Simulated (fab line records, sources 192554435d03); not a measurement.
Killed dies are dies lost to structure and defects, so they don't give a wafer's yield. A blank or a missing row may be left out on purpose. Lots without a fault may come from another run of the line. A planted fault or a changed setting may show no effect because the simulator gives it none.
Chamber matching | flow n5_finfet | N5_BEOL_M3_ETCH_64 on rie_diel-02: 4 sister chambers
The step etches SOC in N2/H2, target depth 75 nm, overetch 15 nm, time 112.5 s. 22 wafers are shown with their chamber, then 11 later ones without.

WAFERS WITH THEIR CHAMBER
wafer  | chamber | drypump_motor_current_A (A) | showerhead_plenum_p_Torr (Torr) | throttle_valve_pct (%)
L074.1 | 0       | 5.4                         | 2.59                            | 17.69
L074.3 | 2       | 6.5                         | 2.47                            | 17.64
L074.5 | 0       | 5.4                         | 2.59                            | 17.68
L075.1 | 3       | 6.8                         | 2.48                            | 18.33
L075.3 | 1       | 6.4                         | 2.66                            | 17.63
L075.6 | 3       | 6.8                         | 2.48                            | 18.32
L076.2 | 3       | 6.8                         | 2.48                            | 18.32
L076.3 | 1       | 6.4                         | 2.66                            | 17.64
L076.5 | 3       | 6.8                         | 2.48                            | 18.32
L080.1 | 1       | 6.4                         | 2.66                            | 17.66
L080.3 | 0       | 5.4                         | 2.58                            | 17.70
L080.4 | 2       | 6.5                         | 2.47                            | 17.67
L081.2 | 0       | 5.4                         | 2.58                            | 17.70
L081.4 | 1       | 6.4                         | 2.66                            | 17.66
L081.6 | 3       | 6.8                         | 2.47                            | 18.34
L085.2 | 1       | 6.4                         | 2.66                            | 17.64
L085.4 | 0       | 5.4                         | 2.58                            | 17.71
L085.6 | 3       | 6.8                         | 2.47                            | 18.33
L083.1 | 0       | 5.3                         | 2.58                            | 17.70
L083.2 | 3       | 6.8                         | 2.47                            | 18.36
L083.5 | 1       | 6.4                         | 2.66                            | 17.65
L084.2 | 0       | 5.4                         | 2.58                            | 17.72

SIGNATURES (means of the wafers above)
reading                  | chamber 0 | chamber 1 | chamber 2 | chamber 3 | scatter within a chamber
drypump_motor_current_A  | 5.386     | 6.400     | 6.500     | 6.800     | 0.0218
showerhead_plenum_p_Torr | 2.5829    | 2.6600    | 2.4700    | 2.4757    | 0.00418
throttle_valve_pct       | 17.7000   | 17.6467   | 17.6550   | 18.3314   | 0.0139
Rule: a wafer's distance from a chamber is the root of the sum, over the readings, of the square of ((its reading less the chamber's mean) divided by the reading's scatter). The wafer belongs to the nearest chamber; if the next one is less than 2 further off, it can't be placed. The scatter: the root of (the sum of the squares of (reading less its chamber's mean) over the shown wafers, divided by (wafers less chambers)).

WAFERS WITHOUT THEIR CHAMBER
wafer  | drypump_motor_current_A (A) | showerhead_plenum_p_Torr (Torr) | throttle_valve_pct (%)
L084.4 | 5.4                         | 2.58                            | 17.69
L084.5 | 6.8                         | 2.47                            | 18.36
L089.1 | 5.4                         | 2.58                            | 17.72
L089.2 | 6.8                         | 2.47                            | 18.35
L089.4 | 6.4                         | 2.65                            | 17.65
L088.1 | 5.4                         | 2.58                            | 17.73
L088.2 | 6.4                         | 2.65                            | 17.66
L088.5 | 6.4                         | 2.65                            | 17.66
L096.1 | 6.8                         | 2.46                            | 18.39
L096.3 | 5.4                         | 2.57                            | 17.73
L096.4 | 6.6                         | 2.46                            | 17.72

WHICH CHAMBER EACH WENT THROUGH
wafer  | from the rows above | in truth
L084.4 | 0                   | 0
L084.5 | 3                   | 3
L089.1 | 0                   | 0
L089.2 | 3                   | 3
L089.4 | 1                   | 1
L088.1 | 0                   | 0
L088.2 | 1                   | 1
L088.5 | 1                   | 1
L096.1 | 3                   | 3
L096.3 | 0                   | 0
L096.4 | 2                   | 2
Placed correctly: 11 of 11. Can't be placed from these rows: 0. Placed wrongly: 0.
